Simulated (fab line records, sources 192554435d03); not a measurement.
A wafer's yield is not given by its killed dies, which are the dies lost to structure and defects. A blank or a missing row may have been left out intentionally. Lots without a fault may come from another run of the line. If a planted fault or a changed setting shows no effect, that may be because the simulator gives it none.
Matching of chambers -- flow n5Finfet -- N5_SDB_ETCH_17 on rieDiel-01: 4 sister chambers
The step etches SiARC in CF4, target depth 23.4 nm, time 39 s. 4 wafers are shown with their chamber, then 7 later ones without.

== WAFERS, EACH WITH ITS CHAMBER ==
wafer,chamber,drypumpMotorCurrentA (A)
L078.4,2,5.3
L090.1,3,6.0
L094.3,0,6.3
L094.4,1,5.8

== WAFERS WHOSE CHAMBER IS MISSING ==
wafer,drypumpMotorCurrentA (A)
L094.6,5.8
L095.2,6.3
L095.5,6.0
L095.6,5.3
L097.2,5.7
L097.4,5.3
L097.6,5.8

== WHICH CHAMBER EACH ONE RAN IN ==
wafer,from the rows above,in truth
L094.6,1,1
L095.2,0,0
L095.5,3,3
L095.6,2,2
L097.2,1,1
L097.4,2,2
L097.6,1,1
7 of 7 placed correctly. Number that these rows cannot place: 0. Wrongly placed: 0.
How it was worked out, from the rows above alone: a wafer's distance from a chamber is the root of the sum, over the readings, of the square of ((its reading less the chamber's mean) divided by the reading's scatter). The wafer belongs to the nearest chamber; if the next one is less than 2 further off, it can't be placed. Each chamber's mean is taken over the wafers shown for it. The scatter: with one shown wafer a chamber, the root of the mean of the squares of how far each hidden wafer lies from its nearest shown one.
